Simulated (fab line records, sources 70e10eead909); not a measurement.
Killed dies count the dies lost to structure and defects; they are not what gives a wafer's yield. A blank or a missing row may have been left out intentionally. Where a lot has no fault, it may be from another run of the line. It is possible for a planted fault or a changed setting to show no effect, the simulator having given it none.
Matching of chambers + flow nand_harc + 4 sister chambers for NHARC_A_STAIRCASE_ALD_415 on ald_hk-04
The step deposits SiO2, target thk 30 nm, pulse time 6 s, ald cycles 300. 8 wafers are shown with their chamber, then 8 later ones without.

## WAFERS PAIRED WITH THEIR CHAMBERS
| wafer  | chamber | heater_power_w (W) | precursor_pulse_height_rel |
|--------|---------|--------------------|----------------------------|
| L080.5 | 2       | 467                | 0.975                      |
| L081.1 | 0       | 401                | 1.001                      |
| L081.2 | 3       | 461                | 0.989                      |
| L081.5 | 2       | 467                | 1.029                      |
| L082.1 | 0       | 384                | 1.003                      |
| L082.4 | 1       | 573                | 0.970                      |
| L082.6 | 3       | 452                | 1.043                      |
| L088.3 | 1       | 559                | 1.004                      |

## WAFERS WITH NO CHAMBER GIVEN
| wafer  | heater_power_w (W) | precursor_pulse_height_rel |
|--------|--------------------|----------------------------|
| L088.4 | 405                | 0.989                      |
| L088.6 | 463                | 1.005                      |
| L090.4 | 391                | 1.007                      |
| L090.5 | 456                | 0.992                      |
| L090.6 | 455                | 1.010                      |
| L095.1 | 476                | 0.954                      |
| L095.4 | 470                | 1.015                      |
| L095.5 | 450                | 0.997                      |

## WHICH CHAMBER EACH WENT THROUGH
| wafer  | from the rows above     | in truth |
|--------|-------------------------|----------|
| L088.4 | 0                       | 0        |
| L088.6 | can't be placed: 2 or 3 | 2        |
| L090.4 | 0                       | 0        |
| L090.5 | can't be placed: 3 or 2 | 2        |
| L090.6 | can't be placed: 3 or 2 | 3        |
| L095.1 | can't be placed: 2 or 3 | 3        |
| L095.4 | can't be placed: 2 or 3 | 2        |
| L095.5 | can't be placed: 3 or 2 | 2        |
Correct placement for 2 of the 8. From these rows, 6 cannot be placed; in 6 the true chamber is one of the candidates. 0 placed wrongly.
How it was worked out, from the rows above alone: a wafer's distance from a chamber is the root of the sum, over the readings, of the square of ((its reading less the chamber's mean) divided by the reading's scatter). If the next closest chamber is less than 2 further off than the closest, the wafer can't be placed; otherwise it belongs to the closest. For every chamber, the mean is computed from those of its wafers that are shown. The scatter: the root of (the sum of the squares of (reading less its chamber's mean) over the shown wafers, divided by (wafers less chambers)).
